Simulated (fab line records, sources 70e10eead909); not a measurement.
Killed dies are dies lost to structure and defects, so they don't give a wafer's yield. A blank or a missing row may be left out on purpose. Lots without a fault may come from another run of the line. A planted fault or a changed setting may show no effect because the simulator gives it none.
Which tool did it? | flow nand_harc | 24 lots, 72 wafers sampled, at 4 steps of a route of 1302

WHAT THE GAUGES READ, wafer by wafer
NHARC_A_ONON_D1_THK_MEAS_05: measures by ellipsometry. Usual: thk_nm 1000 nm, standard deviation 7.1.
lot  | measured     | on            | thk_nm (nm)    | flag
L074 | day 7 21:02  | film_metro-02 | 994 992 992    |
L075 | day 8 01:46  | film_metro-01 | 1009 1008 1008 |
L076 | day 8 14:13  | film_metro-01 | 1004 1005 1004 |
L077 | day 8 23:56  | film_metro-01 | 997 1001 998   |
L078 | day 9 11:13  | film_metro-02 | 995 996 996    |
L079 | day 9 15:04  | film_metro-02 | 1002 1002 1001 |
L080 | day 10 10:06 | film_metro-02 | 1001 1000 1002 |
L081 | day 10 19:57 | film_metro-01 | 1013 1016 1015 |
L082 | day 11 02:17 | film_metro-01 | 1005 1005 1003 |
L083 | day 11 12:29 | film_metro-01 | 1015 1014 1015 |
L085 | day 12 05:26 | film_metro-02 | 987 988 985    |
L084 | day 12 05:26 | film_metro-02 | 998 999 997    |
L086 | day 12 17:12 | film_metro-02 | 1002 1000 1000 |
L088 | day 13 22:14 | film_metro-01 | 993 993 992    |
L087 | day 13 22:16 | film_metro-02 | 1002 1005 1004 |
L089 | day 13 22:16 | film_metro-01 | 1008 1006 1010 |
L090 | day 14 08:44 | film_metro-01 | 998 996 996    |
L091 | day 14 20:10 | film_metro-01 | 993 993 992    |
L092 | day 15 04:25 | film_metro-01 | 1008 1008 1009 |
L094 | day 16 04:39 | film_metro-02 | 1004 1002 1005 |
L093 | day 16 04:40 | film_metro-01 | 1003 999 999   |
L095 | day 16 09:33 | film_metro-02 | 988 989 988    |
L096 | day 17 02:17 | film_metro-01 | 994 995 995    |
L097 | day 17 02:17 | film_metro-01 | 997 999 999    |

NHARC_A_ONON_D1_THK_MEAS_30: measures by ellipsometry. Usual: thk_nm 1000 nm, standard deviation 11.
lot  | measured     | on            | thk_nm (nm)    | flag
L074 | day 8 10:03  | film_metro-02 | 985 983 983    |
L075 | day 8 13:30  | film_metro-02 | 994 993 994    |
L076 | day 9 02:07  | film_metro-01 | 1010 1009 1010 |
L077 | day 9 11:42  | film_metro-02 | 1006 1006 1006 |
L078 | day 10 02:54 | film_metro-02 | 987 987 989    |
L079 | day 10 02:52 | film_metro-01 | 993 992 992    |
L080 | day 10 21:50 | film_metro-02 | 1000 1003 1002 |
L081 | day 11 07:43 | film_metro-02 | 1005 1005 1004 |
L082 | day 11 13:51 | film_metro-01 | 995 995 995    |
L083 | day 12 00:17 | film_metro-02 | 1004 1006 1005 |
L085 | day 12 17:35 | film_metro-01 | 1009 1011 1009 |
L084 | day 12 17:23 | film_metro-01 | 1000 999 997   |
L086 | day 13 04:56 | film_metro-02 | 994 993 994    |
L088 | day 14 10:24 | film_metro-01 | 989 990 989    |
L087 | day 14 10:45 | film_metro-01 | 1031 1032 1031 |
L089 | day 14 10:29 | film_metro-02 | 1011 1011 1012 |
L090 | day 14 21:01 | film_metro-01 | 999 998 999    |
L091 | day 15 08:09 | film_metro-02 | 985 983 983    |
L092 | day 15 20:40 | film_metro-01 | 1004 1002 1004 |
L094 | day 16 17:38 | film_metro-01 | 1002 1000 1001 |
L093 | day 16 17:46 | film_metro-01 | 985 986 984    |
L095 | day 16 21:21 | film_metro-01 | 1000 1000 1000 |
L096 | day 17 14:02 | film_metro-01 | 1007 1005 1005 |
L097 | day 17 14:02 | film_metro-02 | 1007 1006 1006 |

NHARC_A_ONON_D1_INSPECT_32. Usual: raw_defect_count 77, standard deviation 27.
lot  | measured     | on                | raw_defect_count | flag
L074 | day 8 10:37  | defect_inspect-01 | 71 73 91         |
L075 | day 8 14:03  | defect_inspect-02 | 77 56 55         |
L076 | day 9 02:40  | defect_inspect-01 | 67 80 36         |
L077 | day 9 12:14  | defect_inspect-02 | 95 121 99        |
L078 | day 10 03:35 | defect_inspect-02 | 75 106 130       |
L079 | day 10 03:28 | defect_inspect-01 | 49 51 48         |
L080 | day 10 22:26 | defect_inspect-01 | 78 86 82         |
L081 | day 11 08:15 | defect_inspect-02 | 78 47 113        |
L082 | day 11 14:23 | defect_inspect-02 | 65 47 93         |
L083 | day 12 00:50 | defect_inspect-01 | 89 54 101        |
L085 | day 12 18:11 | defect_inspect-01 | 63 78 115        |
L084 | day 12 17:56 | defect_inspect-01 | 121 129 62       |
L086 | day 13 05:29 | defect_inspect-02 | 98 91 44         |
L088 | day 14 11:05 | defect_inspect-01 | 66 58 46         |
L087 | day 14 11:39 | defect_inspect-02 | 119 54 50        |
L089 | day 14 11:22 | defect_inspect-02 | 81 65 126        |
L090 | day 14 21:43 | defect_inspect-02 | 44 125 65        |
L091 | day 15 08:41 | defect_inspect-01 | 133 60 106       |
L092 | day 15 21:14 | defect_inspect-01 | 76 60 79         |
L094 | day 16 18:10 | defect_inspect-02 | 41 73 41         |
L093 | day 16 18:26 | defect_inspect-02 | 61 72 97         |
L095 | day 16 21:53 | defect_inspect-02 | 96 58 54         |
L096 | day 17 14:36 | defect_inspect-01 | 41 34 45         |
L097 | day 17 14:35 | defect_inspect-01 | 52 52 54         |

NHARC_A_CHANNEL_HOLE_D1_OVL_MEAS_11. Usual: overlay_x_nm -0.3 nm, standard deviation 0.69; overlay_y_nm 0.1 nm, standard deviation 1.1.
lot  | measured     | on         | overlay_x_nm (nm) | overlay_y_nm (nm) | flag
L074 | day 8 15:01  | overlay-02 | 1.2 1.1 0.8       | 1.3 1.6 1.8       |
L075 | day 8 17:43  | overlay-02 | 0.3 0.2 0.3       | -0.6 -1.0 -0.4    |
L076 | day 9 09:07  | overlay-02 | 0.2 -0.4 -0.1     | 0.9 0.9 0.9       |
L077 | day 9 15:17  | overlay-01 | -0.3 -0.1 0.0     | -0.6 -0.3 0.2     |
L078 | day 10 07:53 | overlay-01 | -1.0 -1.0 -0.6    | 1.2 1.9 1.8       |
L079 | day 10 07:42 | overlay-01 | 0.8 0.8 0.6       | -0.9 -0.9 -0.3    |
L080 | day 11 04:34 | overlay-02 | -1.2 -1.3 -0.5    | 1.0 0.3 0.9       |
L081 | day 11 12:16 | overlay-02 | -2.0 -1.6 -1.7    | -0.5 -1.0 -0.7    |
L082 | day 11 18:14 | overlay-02 | 0.2 -0.6 0.2      | -0.2 -0.1 0.2     |
L083 | day 12 03:57 | overlay-02 | -1.4 -1.5 -1.2    | 1.3 1.4 1.3       |
L085 | day 13 00:16 | overlay-02 | -0.2 -0.3 -0.6    | -0.7 -0.3 -0.3    |
L084 | day 12 23:01 | overlay-01 | -1.4 -1.1 -1.2    | -0.6 -0.7 -0.9    |
L086 | day 13 10:26 | overlay-02 | 0.0 0.3 -0.2      | -0.7 -1.5 -0.6    |
L088 | day 14 13:54 | overlay-01 | -0.4 0.5 -0.4     | 1.1 1.4 1.0       |
L087 | day 14 15:52 | overlay-02 | -0.3 0.2 0.5      | 0.1 -0.4 -0.6     |
L089 | day 14 14:29 | overlay-01 | -0.7 -0.9 -0.2    | 1.0 0.4 1.0       |
L090 | day 15 00:26 | overlay-02 | -1.2 -0.7 -0.5    | -1.7 -1.7 -1.5    |
L091 | day 15 13:38 | overlay-02 | -0.1 -0.3 -0.8    | -1.4 -1.9 -2.1    |
L092 | day 16 01:10 | overlay-02 | 0.0 0.1 -0.4      | 1.8 2.1 2.4       |
L094 | day 17 01:36 | overlay-01 | -0.4 -0.4 -0.2    | -1.1 -0.8 -1.4    |
L093 | day 17 02:34 | overlay-01 | 0.3 0.3 0.6       | -0.1 0.0 0.3      |
L095 | day 17 04:29 | overlay-01 | 0.5 0.8 0.3       | 1.0 1.6 1.4       |
L096 | day 17 19:17 | overlay-01 | -0.1 0.4 0.3      | 0.9 0.9 0.6       |
L097 | day 17 17:16 | overlay-02 | -1.1 -0.8 -1.0    | -0.7 -0.3 -0.2    |

WHICH TOOL RAN EACH LOT (tool, then ch and the chambers of the sampled wafers, then the start)
The record holds no process step before these readings.

WHAT THE TOOLS THEMSELVES READ (means of the sampled wafers that have a number; where no wafer has one, the mark that the record gives instead)
The record holds no such reading with a usual standard deviation.

THE ANSWER, worked out from the rows above alone
Rule: a lot is off if the mean of its wafers that have a number lies more than 3 standard deviations from the usual mean. A lot without any number at a reading at which 4 lots or more have one is off too. The other lots that the step has rows for count as sound. The gauges are gone through in route order, then the tools' own readings, and for those a lot's mean is taken as printed above. The first step at which some lot is off is used, and at that step the reading that is off furthest; a lot without a number counts as furthest.
No lot is off at any reading shown: from this, nothing can be told.

WHAT THE SIMULATOR HAD PUT IN
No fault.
